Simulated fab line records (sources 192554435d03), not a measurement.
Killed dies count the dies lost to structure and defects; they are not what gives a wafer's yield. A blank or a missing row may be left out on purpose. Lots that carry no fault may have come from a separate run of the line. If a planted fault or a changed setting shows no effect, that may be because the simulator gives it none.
Matching of chambers + flow n5Finfet + N5_BEOL_M0_ETCH_128 on rieDiel-01 has 4 sister chambers
The step etches SiCN in CF4/N2, target depth 12 nm, overetch 5.1 nm, time 21.4 s. 4 wafers are shown with their chamber, then 11 later ones without.

WAFERS PAIRED WITH THEIR CHAMBERS
| wafer  | chamber | drypumpMotorCurrentA (A) |
|--------|---------|--------------------------|
| L088.1 | 2       | 5.6                      |
| L088.3 | 0       | 6.3                      |
| L088.4 | 1       | 5.8                      |
| L089.1 | 3       | 5.4                      |

WAFERS MISSING THEIR CHAMBER
| wafer  | drypumpMotorCurrentA (A) |
|--------|--------------------------|
| L089.2 | 5.6                      |
| L089.6 | 5.7                      |
| L092.1 | 5.6                      |
| L092.3 | 5.4                      |
| L092.4 | 6.2                      |
| L093.1 | 5.6                      |
| L093.2 | 6.2                      |
| L093.5 | 6.2                      |
| L094.1 | 5.6                      |
| L094.3 | 5.8                      |
| L094.5 | 5.4                      |

CHAMBER TAKEN BY EACH
| wafer  | from the rows above     | in truth |
|--------|-------------------------|----------|
| L089.2 | 2                       | 2        |
| L089.6 | can't be placed: 1 or 2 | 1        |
| L092.1 | 2                       | 2        |
| L092.3 | 3                       | 3        |
| L092.4 | 0                       | 0        |
| L093.1 | 2                       | 2        |
| L093.2 | 0                       | 0        |
| L093.5 | 0                       | 0        |
| L094.1 | 2                       | 2        |
| L094.3 | 1                       | 1        |
| L094.5 | 3                       | 3        |
Correct placement for 10 of the 11. Not placeable from these rows: 1 (in 1, the candidates include the true chamber). Number placed wrongly: 0.
How it was worked out, from the rows above alone: a wafer's distance from a chamber is the root of the sum, over the readings, of the square of ((its reading less the chamber's mean) divided by the reading's scatter). The wafer belongs to the nearest chamber; if the next one is less than 2 further off, it can't be placed. The mean given for a chamber averages the wafers shown for that chamber. The scatter: with one shown wafer a chamber, the root of the mean of the squares of how far each hidden wafer lies from its nearest shown one.
